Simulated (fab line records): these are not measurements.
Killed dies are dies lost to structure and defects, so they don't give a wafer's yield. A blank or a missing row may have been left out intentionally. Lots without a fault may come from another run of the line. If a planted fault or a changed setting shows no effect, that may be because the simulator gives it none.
fab line records    flow n5Finfet
record lots=7  wafers=39
route steps=1938 shown BEOL_M11@1578 BEOL_M14@1730 PASSIVATION@1930
startH: start of the lot's first displayed wafer, in hours after the record's first day    waitH: how many hours have passed since the lot's step before this one    " unchanged from the row above    L1.1+2: a row that stands for several wafers    - no value, or no start given    * or withheld: withheld    < > ~ a bound
route shown NAME@n: names a module that has steps shown in the file, with the first one's number in the route    usual: mean/standard deviation of fault-free wafers    same: alike in all rows    chamber/n: place in a boat    sites: readings site by site    _std_site: the values' standard deviation    _edge_site: inner sites' mean taken away from outer sites' mean    radiusMm: how far each site lies from the wafer's centre    mask NAME#n: copy n    behind: tool/chamber where the wafer was last shaped    hold: what put the lot on hold/how long, in hours/how the hold closed    device: the transistor (n, p or np) that didn't switch    end of line: the tests these same wafers got at the end of their route    a step without rows: its recipe alone    killed: not the wafer's yield, but the dies lost to structure and defects at the first sort    map: the dies of a wafer, with x for killed, . for not killed, _ for no die there
set.NAME: the run value of the setting; set.NAME@STEP: its run value at that earlier step    model.NAME: the simulator's own value behind a step, which no gauge read
lots run with intentionally changed settings; tables by step, rows by wafer
## steps
# step N5_BEOL_M11_TRENCH_ETCH_37
# recipe chemistry=C4F6/O2  targetDepthA=1488.3  target=SiCOH_lowk  timeS=48  ionEnergyEv=250  pressureMtorr=30  sourceW=345  biasW=185  Ar_flow_sccm=300  C4F6_flow_sccm=10  O2_flow_sccm=10
lot.wafer  tool        chamber  startH  waitH  set.targetDepthA  model.BEOL_M11.featureDepthNm  model.etch.depthNm  model.TiN_of_BEOL_M11_HM_DEP_02.thkNm
L077.1     rieDiel-02  2        -       -      1902              185.4                          185.3               14.8
L077.2     "           1        "       "      1902              189.4                          189.3               14.8
L077.3     "           0        "       "      1488.3            149.6                          149.7               16
L077.4     "           3        "       "      1488.3            149.6                          149.6               15.6
L077.5     "           2        "       "      1488.3            145                            145.1               15.8
L077.6     "           1        "       "      1902              190.2                          190.3               14.8
L079.1     rieDiel-02  3        -       -      1488.3            148.4                          148.4               16
L079.2     "           1        "       "      2180              216                            216                 14
L079.3     "           0        "       "      2180              216                            215.9               14
L079.4     "           0        "       "      2180              216.4                          216.4               13.6
L079.5     "           3        "       "      1488.3            146.6                          146.6               15.8
L079.6     "           1        "       "      1488.3            146.8                          146.8               15.6
L078.1     rieDiel-02  0        -       -      1488.3            146                            146                 15.6
L078.2     "           1        "       "      1488.3            146.2                          146.2               15.8
L078.3     "           3        "       "      1980              196.2                          196.1               14.6
L078.4     "           3        "       "      1980              194.8                          194.9               14.6
L078.5     "           1        "       "      1488.3            146                            146                 15.8
L078.6     "           0        "       "      1980              196                            196                 14
L088.1     rieDiel-03  3        -       -      1488.3            148.6                          148.6               15.8
L088.2     "           0        "       "      715.9             70.2                           70.28               18.2
L088.3     "           1        "       "      715.9             70.4                           70.5                18.2
L088.4     "           2        "       "      715.9             71.2                           71.17               18.2
L088.5     "           0        "       "      1488.3            145.2                          145.2               16.2
L088.6     "           1        "       "      1488.3            145.6                          145.6               16
L089.2     rieDiel-02  2        -       -      1488.3            144.4                          144.4               15.6
L089.3     "           1        "       "      1488.3            148.4                          148.4               15.8
L089.4     "           0        "       "      1488.3            149.4                          149.4               15.8
L090.1     rieDiel-01  0        -       -      1788              184.4                          184.3               14.6
L090.2     "           1        "       "      1488.3            151.4                          151.3               15.8
L090.3     "           3        "       "      1788              177.6                          177.7               15
L090.4     "           0        "       "      1788              182.8                          182.7               14.6
L090.5     "           3        "       "      1488.3            148.6                          148.6               15.6
L090.6     "           1        "       "      1488.3            150                            150                 15.6
L094.1     rieDiel-03  3        -       -      1488.3            149                            149                 15.6
L094.2     "           0        "       "      1488.3            145.6                          145.5               16
L094.3     "           1        "       "      1488.3            147                            147                 16
L094.4     "           2        "       "      1068              107.2                          107.2               16.8
L094.5     "           0        "       "      1068              104                            104                 17
L094.6     "           1        "       "      1068              106.6                          106.7               17
# step N5_BEOL_M11_ETCH_41
# recipe chemistry=CH3F/O2  target=SiCN  targetDepthA=426  taperDeg=2  timeS=86  ionEnergyEv=120  maskMaterial=TiN  pressureMtorr=30  sourceW=395  biasW=75  Ar_flow_sccm=150  CH3F_flow_sccm=30  O2_flow_sccm=20
# step N5_BEOL_M11_STRIP_77
# recipe chemistry=N2/H2  timeS=10  powerW=450  tempC=40  pressureMtorr=20  rfFrequencyHz=6e+07  biasPowerW=7  n2FlowSccm=200  h2FlowSccm=200
# step N5_BEOL_M11_OCD_MEAS_38
# usual trenchDepthNm=148.0/2.2
lot.wafer  tool    chamber  startH  waitH  set.targetDepthA@BEOL_M11_TRENCH_ETCH_37  trenchDepthNm
L077.1     ocd-01  -        239.31  -      1902                                      185.4
L077.2     "       -        "       "      1902                                      189.4
L077.3     "       -        "       "      1488.3                                    149.1
L077.4     "       -        "       "      1488.3                                    149.7
L077.5     "       -        "       "      1488.3                                    144.5
L077.6     "       -        "       "      1902                                      190.4
L079.1     ocd-01  -        248.29  -      1488.3                                    148.5
L079.2     "       -        "       "      2180                                      216.4
L079.3     "       -        "       "      2180                                      215.6
L079.4     "       -        "       "      2180                                      216.3
L079.5     "       -        "       "      1488.3                                    146.5
L079.6     "       -        "       "      1488.3                                    146.2
L078.1     ocd-02  -        251.28  -      1488.3                                    145.8
L078.2     "       -        "       "      1488.3                                    145.8
L078.3     "       -        "       "      1980                                      195.9
L078.4     "       -        "       "      1980                                      195.3
L078.5     "       -        "       "      1488.3                                    145.6
L078.6     "       -        "       "      1980                                      196.1
L088.1     ocd-02  -        299.19  -      1488.3                                    149.1
L088.2     "       -        "       "      715.9                                     70.7
L088.3     "       -        "       "      715.9                                     70.3
L088.4     "       -        "       "      715.9                                     70.9
L088.5     "       -        "       "      1488.3                                    144.9
L088.6     "       -        "       "      1488.3                                    145.6
L089.2     ocd-01  -        307.57  -      1488.3                                    144.5
L089.3     "       -        "       "      1488.3                                    147.9
L089.4     "       -        "       "      1488.3                                    149.3
L090.1     ocd-01  -        323.83  -      1788                                      183.9
L090.2     "       -        "       "      1488.3                                    151.3
L090.3     "       -        "       "      1788                                      178.4
L090.4     "       -        "       "      1788                                      183.1
L090.5     "       -        "       "      1488.3                                    148.5
L090.6     "       -        "       "      1488.3                                    149.9
L094.1     ocd-01  -        344.48  -      1488.3                                    148.9
L094.2     "       -        "       "      1488.3                                    146.0
L094.3     "       -        "       "      1488.3                                    147.0
L094.4     "       -        "       "      1068                                      107.0
L094.5     "       -        "       "      1068                                      103.7
L094.6     "       -        "       "      1068                                      106.4
# step N5_BEOL_M11_HM_STRIP_39
# recipe chemistry=peroxideTinStrip  material=TiN  targetDepthA=250  tempC=50  timeS=158
# step N5_BEOL_M11_SRD_40
# recipe timeS=30  tempC=23  rinseLiquid=diw  dry=ipaMarangoni
# step N5_BEOL_M11_ECD_50
# recipe material=Cu  targetThkA=3180
# step N5_BEOL_M11_ANNEAL_51
# recipe tempC=225  timeS=90  ambient=N2
# step N5_BEOL_M11_CMP_52
# recipe stopOn=SiCOH_lowk  tOverpolishS=7  downForcePsi=1  platenRpm=50  clearingPlatenDownForcePsi=1.5  clearingPlatenRpm=50  postCmpClean=cuAlkaline  targetThkNm=140  clearingPlatenPadVelocityMS=0.99484  padVelocityMS=0.99484
lot.wafer  tool    chamber  startH  waitH  set.targetDepthA@BEOL_M11_TRENCH_ETCH_37  model.Cu_of_BEOL_M11_ECD_50.thkNm
L077.2     cmp-03  0        242.22  0.2    1902                                      182.6
L077.1     "       1        "       "      1902                                      177.6
L077.3     "       2        "       "      1488.3                                    142.4
L077.4     "       3        "       "      1488.3                                    141.4
L077.5     "       0        "       "      1488.3                                    137.8
L077.6     "       1        "       "      1902                                      181.2
L079.4     cmp-02  2        252.18  0.1    2180                                      206.8
L079.1     "       3        "       "      1488.3                                    141.4
L079.3     "       0        "       "      2180                                      208.6
L079.2     "       1        "       "      2180                                      206.6
L079.5     "       2        "       "      1488.3                                    137
L079.6     "       3        "       "      1488.3                                    140.2
L078.3     cmp-02  1        253.73  0.2    1980                                      186
L078.1     "       2        "       "      1488.3                                    136
L078.2     "       3        "       "      1488.3                                    139.2
L078.4     "       0        "       "      1980                                      186.6
L078.5     "       1        "       "      1488.3                                    135.6
L078.6     "       2        "       "      1980                                      185.6
L088.4     cmp-02  0        301.00  0.1    715.9                                     62.4
L088.2     "       1        "       "      715.9                                     60.8
L088.1     "       2        "       "      1488.3                                    138.6
L088.3     "       3        "       "      715.9                                     63.6
L088.5     "       0        "       "      1488.3                                    136.4
L088.6     "       1        "       "      1488.3                                    136
L089.3     cmp-01  3        309.69  0.2    1488.3                                    138.6
L089.2     "       1        "       "      1488.3                                    135.2
L089.4     "       2        "       "      1488.3                                    139.2
L090.3     cmp-01  2        326.87  0.2    1788                                      169.2
L090.1     "       3        "       "      1788                                      175.8
L090.2     "       0        "       "      1488.3                                    143
L090.4     "       1        "       "      1788                                      175
L090.5     "       2        "       "      1488.3                                    140.4
L090.6     "       3        "       "      1488.3                                    140
L094.4+6   cmp-03  2        348.86  0.1    1068                                      99.6
L094.1     "       3        "       "      1488.3                                    140.4
L094.2     "       0        "       "      1488.3                                    137.2
L094.3     "       1        "       "      1488.3                                    139
L094.5     "       3        "       "      1068                                      96.4
# step N5_BEOL_M11_THK_MEAS_53
# recipe thkMeasGauge=xrf  reads=Cu_of_BEOL_M11_ECD_50
# usual M11_THK=138.1/2.7
lot.wafer  tool          chamber  startH  waitH  set.targetDepthA@BEOL_M11_TRENCH_ETCH_37  M11_THK[nm]
L077.1     filmMetro-02  -        242.52  -      1902                                      173.7
L077.2     "             -        "       "      1902                                      179.5
L077.3     "             -        "       "      1488.3                                    139.7
L077.4     "             -        "       "      1488.3                                    138.5
L077.5     "             -        "       "      1488.3                                    135.6
L077.6     "             -        "       "      1902                                      177.4
L079.1     filmMetro-02  -        252.48  -      1488.3                                    139.2
L079.2     "             -        "       "      2180                                      204.7
L079.3     "             -        "       "      2180                                      206.6
L079.4     "             -        "       "      2180                                      204.4
L079.5     "             -        "       "      1488.3                                    135.2
L079.6     "             -        "       "      1488.3                                    138.7
L078.1     filmMetro-01  -        254.03  -      1488.3                                    134.6
L078.2     "             -        "       "      1488.3                                    137.7
L078.3     "             -        "       "      1980                                      184.0
L078.4     "             -        "       "      1980                                      184.8
L078.5     "             -        "       "      1488.3                                    134.3
L078.6     "             -        "       "      1980                                      184.1
L088.1     filmMetro-02  -        301.29  -      1488.3                                    136.9
L088.2     "             -        "       "      715.9                                     60.5
L088.3     "             -        "       "      715.9                                     62.9
L088.4     "             -        "       "      715.9                                     61.7
L088.5     "             -        "       "      1488.3                                    134.0
L088.6     "             -        "       "      1488.3                                    134.2
L089.2     filmMetro-02  -        309.99  -      1488.3                                    132.6
L089.3     "             -        "       "      1488.3                                    136.3
L089.4     "             -        "       "      1488.3                                    137.0
L090.1     filmMetro-02  -        327.16  -      1788                                      174.4
L090.2     "             -        "       "      1488.3                                    141.6
L090.3     "             -        "       "      1788                                      167.6
L090.4     "             -        "       "      1788                                      173.2
L090.5     "             -        "       "      1488.3                                    139.3
L090.6     "             -        "       "      1488.3                                    139.5
L094.1     filmMetro-01  -        349.15  -      1488.3                                    140.0
L094.2     "             -        "       "      1488.3                                    137.1
L094.3     "             -        "       "      1488.3                                    138.4
L094.4     "             -        "       "      1068                                      99.4
L094.5     "             -        "       "      1068                                      96.4
L094.6     "             -        "       "      1068                                      99.8
# step N5_BEOL_M11_PRE_CLEAN_55
# recipe gas=NH3  timeS=15  tempC=withheld  rfPowerW=300
# step N5_BEOL_M11_DEP_56
# recipe material=SiCN  targetThkA=300  tempC=withheld  precursor=3MS/NH3  pressureTorr=3  rfW=675  timeS=10.5
# step N5_BEOL_M11_RS_MEAS_57
# recipe thkMeasGauge=four-point-probe  reads=Cu_of_BEOL_M11_ECD_50+Co_of_BEOL_M11_CVD_75+TaN_of_BEOL_M11_ALD_74
# usual M11_RS=0.1519/0.003
lot.wafer  tool          chamber  startH  waitH  set.targetDepthA@BEOL_M11_TRENCH_ETCH_37  M11_RS[ohm/sq]
L077.1     filmMetro-02  -        242.64  0.0    1902                                      0.1168
L077.2     "             -        "       "      1902                                      0.1129
L077.3     "             -        "       "      1488.3                                    0.1476
L077.4     "             -        "       "      1488.3                                    0.1495
L077.5     "             -        "       "      1488.3                                    0.1539
L077.6     "             -        "       "      1902                                      0.1142
L079.1     filmMetro-02  -        252.60  0.0    1488.3                                    0.1496
L079.2     "             -        "       "      2180                                      0.0991
L079.3     "             -        "       "      2180                                      0.0980
L079.4     "             -        "       "      2180                                      0.0990
L079.5     "             -        "       "      1488.3                                    0.1548
L079.6     "             -        "       "      1488.3                                    0.1505
L078.1     filmMetro-01  -        254.15  0.0    1488.3                                    0.1560
L078.2     "             -        "       "      1488.3                                    0.1518
L078.3     "             -        "       "      1980                                      0.1107
L078.4     "             -        "       "      1980                                      0.1105
L078.5     "             -        "       "      1488.3                                    0.1568
L078.6     "             -        "       "      1980                                      0.1109
L088.1     filmMetro-02  -        301.42  0.0    1488.3                                    0.1526
L088.2     "             -        "       "      715.9                                     0.3966
L088.3     "             -        "       "      715.9                                     0.3751
L088.4     "             -        "       "      715.9                                     0.3835
L088.5     "             -        "       "      1488.3                                    0.1553
L088.6     "             -        "       "      1488.3                                    0.1564
L089.2     filmMetro-01  -        310.11  0.0    1488.3                                    0.1576
L089.3     "             -        "       "      1488.3                                    0.1530
L089.4     "             -        "       "      1488.3                                    0.1517
L090.1     filmMetro-01  -        327.29  0.0    1788                                      0.1180
L090.2     "             -        "       "      1488.3                                    0.1473
L090.3     "             -        "       "      1788                                      0.1229
L090.4     "             -        "       "      1788                                      0.1186
L090.5     "             -        "       "      1488.3                                    0.1506
L090.6     "             -        "       "      1488.3                                    0.1510
L094.1     filmMetro-02  -        349.28  0.0    1488.3                                    0.1504
L094.2     "             -        "       "      1488.3                                    0.1547
L094.3     "             -        "       "      1488.3                                    0.1520
L094.4     "             -        "       "      1068                                      0.2216
L094.5     "             -        "       "      1068                                      0.2294
L094.6     "             -        "       "      1068                                      0.2210
# step N5_BEOL_M14_ETCH_59
# recipe chemistry=N2/H2  target=BARC  targetDepthA=890  overetchA=267  timeS=67.9  ionEnergyEv=200  pressureMtorr=30  sourceW=840  biasW=150  n2FlowSccm=200  h2FlowSccm=200
lot.wafer  tool        chamber  startH  waitH  set.timeS  model.coat_of_BEOL_M14_COAT_04.thkNm
L077.1     rieDiel-06  1        254.18  0.0    67.9       715.8
L077.2     "           0        "       "      67.9       715.6
L077.3     "           3        "       "      67.9       716.2
L077.4     "           2        "       "      67.9       717.2
L077.5     "           2        "       "      67.9       718.6
L077.6     "           3        "       "      67.9       715.4
L078.1     rieDiel-04  0        269.04  0.0    67.9       718.8
L078.2     "           2        "       "      67.9       715
L078.3     "           3        "       "      90.4       693.8
L078.4     "           1        "       "      67.9       719
L078.5     "           2        "       "      90.4       692
L078.6     "           1        "       "      90.4       699
L079.1     rieDiel-05  0        269.31  0.0    67.9       714
L079.2     "           1        "       "      67.9       717.6
L079.3     "           3        "       "      103.6      686.6
L079.4     "           2        "       "      103.6      689.8
L079.5     "           2        "       "      67.9       720.2
L079.6     "           1        "       "      103.6      683.6
L088.1     rieDiel-04  1        317.36  0.0    67.9       718.6
L088.2     "           0        "       "      67.9       716
L088.3+4   "           2,3      "       "      92.99      693
L088.5     "           1        "       "      67.9       719.4
L088.6     "           0        "       "      92.99      694.4
L089.2     rieDiel-05  3        325.97  0.0    67.9       721.2
L089.3     "           0        "       "      67.9       714.4
L089.4     "           2        "       "      67.9       720.6
L090.1     rieDiel-06  0        338.72  0.0    67.9       719.4
L090.2     "           2        "       "      67.9       717.4
L090.3     "           3        "       "      67.9       712.6
L090.4     "           2        "       "      67.9       719.8
L090.5     "           0        "       "      67.9       718
L090.6     "           3        "       "      67.9       714.6
L094.1     rieDiel-04  0        370.62  0.0    67.9       719.4
L094.2     "           2        "       "      32.68      751
L094.3     "           3        "       "      67.9       718.2
L094.4     "           1        "       "      67.9       720
L094.5     "           1        "       "      32.68      754.6
L094.6     "           2        "       "      32.68      754.2
# step N5_BEOL_M14_VIA_ETCH_16
# recipe chemistry=C4F8/O2/Ar  target=SiO2  heInnerTorr=15  heOuterTorr=30  targetDepthA=12313  timeS=withheld  ionEnergyEv=800  pressureMtorr=20  sourceW=1905  biasW=2040  Ar_flow_sccm=400  C4F8_flow_sccm=16  O2_flow_sccm=12  ends=cleared
lot.wafer  tool        chamber  startH  waitH  set.timeS@BEOL_M14_ETCH_59  model.coat_of_BEOL_M14_COAT_04.thkNm
L077.1     rieDiel-06  1        254.23  0.0    *                           456.6
L077.2     "           0        "       "      *                           458
L077.3     "           3        "       "      *                           458.4
L077.4     "           2        "       "      *                           454.4
L077.5+6   "           2,3      "       "      *                           452.6
L078.1+2   rieDiel-04  0,2      269.09  0.0    *                           456.6
L078.3     "           3        "       "      *                           435.4
L078.4     "           1        "       "      *                           454
L078.5     "           2        "       "      *                           426.8
L078.6     "           1        "       "      *                           431.8
L079.1     rieDiel-05  0        269.36  0.0    *                           452.6
L079.2     "           1        "       "      *                           463.2
L079.3     "           3        "       "      *                           429.4
L079.4     "           2        "       "      *                           426.6
L079.5     "           2        "       "      *                           453.4
L079.6     "           1        "       "      *                           422.8
L088.1     rieDiel-04  1        317.41  0.0    *                           454.4
L088.2     "           0        "       "      *                           458.8
L088.3     "           2        "       "      *                           435.4
L088.4     "           3        "       "      *                           429.4
L088.5     "           1        "       "      *                           453.2
L088.6     "           0        "       "      *                           436.6
L089.2     rieDiel-05  3        326.02  0.0    *                           457.4
L089.3     "           0        "       "      *                           451
L089.4     "           2        "       "      *                           455.2
L090.1     rieDiel-06  0        338.77  0.0    *                           467.6
L090.2     "           2        "       "      *                           460
L090.3     "           3        "       "      *                           449.2
L090.4     "           2        "       "      *                           458.6
L090.5     "           0        "       "      *                           459.6
L090.6     "           3        "       "      *                           447.8
L094.1     rieDiel-04  0        370.67  0.0    *                           462
L094.2     "           2        "       "      *                           488.6
L094.3     "           3        "       "      *                           457.8
L094.4     "           1        "       "      *                           456
L094.5     "           1        "       "      *                           490.2
L094.6     "           2        "       "      *                           492.4
# step N5_PASSIVATION_ETCH_54
# recipe chemistry=CHF3/O2  target=SiO2  targetDepthA=8800  CHF3_flow_sccm=50  O2_flow_sccm=5  Ar_flow_sccm=200  timeS=440  maskMaterial=PR  pressureMtorr=30  sourceW=650  biasW=170  ionEnergyEv=200
lot.wafer  tool        chamber  startH  waitH  set.timeS  model.etch.depthNm  model.PASSIVATION.featureDepthNm
L077.1     rieDiel-04  2        280.15  0.1    440        896.5               896.6
L077.2     "           0        "       "      662.2      1274                1274
L077.3     "           1        "       "      662.2      1323                1323
L077.4     "           3        "       "      440        892                 892
L077.5     "           0        "       "      662.2      1270                1270
L077.6     "           3        "       "      440        887.4               887.4
L079.1     rieDiel-04  3        293.61  0.1    694.4      1366                1366
L079.2     "           1        "       "      694.4      1358                1358
L079.3     "           2        "       "      440        891.1               891.2
L079.4     "           3        "       "      694.4      1370                1370
L079.5     "           2        "       "      440        879.1               879
L079.6     "           1        "       "      440        861.2               861.2
L078.1     rieDiel-05  0        296.57  0.1    555.5      1124                1124
L078.2     "           1        "       "      440        872.6               872.6
L078.3     "           2        "       "      555.5      1067                1067
L078.4     "           3        "       "      440        869.1               869.2
L078.5     "           0        "       "      555.5      1120                1120
L078.6     "           1        "       "      440        865.4               865.4
L088.1     rieDiel-04  2        344.29  0.1    346.6      695.9               696
L088.2     "           3        "       "      440        865.9               866
L088.3     "           1        "       "      440        869                 869
L088.4     "           0        "       "      346.6      687.2               687.2
L088.5     "           0        "       "      440        875.5               875.6
L088.6     "           3        "       "      346.6      685.2               685.2
L089.2     rieDiel-05  1        349.91  0.1    440        883.5               883.4
L089.3     "           2        "       "      440        842.6               842.6
L089.4     "           3        "       "      440        866.7               866.8
L090.1     rieDiel-06  0        370.90  0.1    440        870.1               870
L090.2     "           1        "       "      363.1      732.4               732.4
L090.3     "           3        "       "      363.1      739.8               739.8
L090.4     "           0        "       "      440        866.2               866.2
L090.5     "           3        "       "      440        899.4               899.4
L090.6     "           1        "       "      363.1      728.2               728.2
L094.1     rieDiel-05  2        390.97  0.1    440        844.6               844.6
L094.2     "           0        "       "      440        895.5               895.6
L094.3     "           3        "       "      239.6      474.7               474.6
L094.4     "           1        "       "      239.6      477.9               477.8
L094.5     "           0        "       "      440        898.6               898.6
L094.6     "           3        "       "      239.6      476.3               476.4
## key
split step=N5_BEOL_M11_TRENCH_ETCH_37  setting=targetDepthA  stated=1488.3  by=wafer
response step=N5_BEOL_M11_TRENCH_ETCH_37  reading=model.BEOL_M11.featureDepthNm  change=+1.48  per=1%  r=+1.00
response step=N5_BEOL_M11_TRENCH_ETCH_37  reading=model.etch.depthNm  change=+1.48  per=1%  r=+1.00
response step=N5_BEOL_M11_TRENCH_ETCH_37  reading=model.TiN_of_BEOL_M11_HM_DEP_02.thkNm  change=-0.041  per=1%  r=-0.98
response step=N5_BEOL_M11_OCD_MEAS_38  reading=trenchDepthNm  change=+1.48  per=1%  r=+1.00
response step=N5_BEOL_M11_CMP_52  reading=model.Cu_of_BEOL_M11_ECD_50.thkNm  change=+1.46  per=1%  r=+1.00
response step=N5_BEOL_M11_THK_MEAS_53  reading=M11_THK  change=+1.44  per=1%  r=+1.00
response step=N5_BEOL_M11_RS_MEAS_57  reading=M11_RS  shape=bent  atLowest=0.3851  atStated=0.1525  atHighest=0.0987
split step=N5_BEOL_M14_ETCH_59  setting=timeS  stated=67.9  by=wafer
response step=N5_BEOL_M14_ETCH_59  reading=model.coat_of_BEOL_M14_COAT_04.thkNm  change=-0.636  per=1%  r=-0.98
response step=N5_BEOL_M14_VIA_ETCH_16  reading=model.coat_of_BEOL_M14_COAT_04.thkNm  change=-0.612  per=1%  r=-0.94
split step=N5_PASSIVATION_ETCH_54  setting=timeS  stated=440  by=wafer
response step=N5_PASSIVATION_ETCH_54  reading=model.etch.depthNm  change=+8.4  per=1%  r=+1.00
response step=N5_PASSIVATION_ETCH_54  reading=model.PASSIVATION.featureDepthNm  change=+8.4  per=1%  r=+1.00
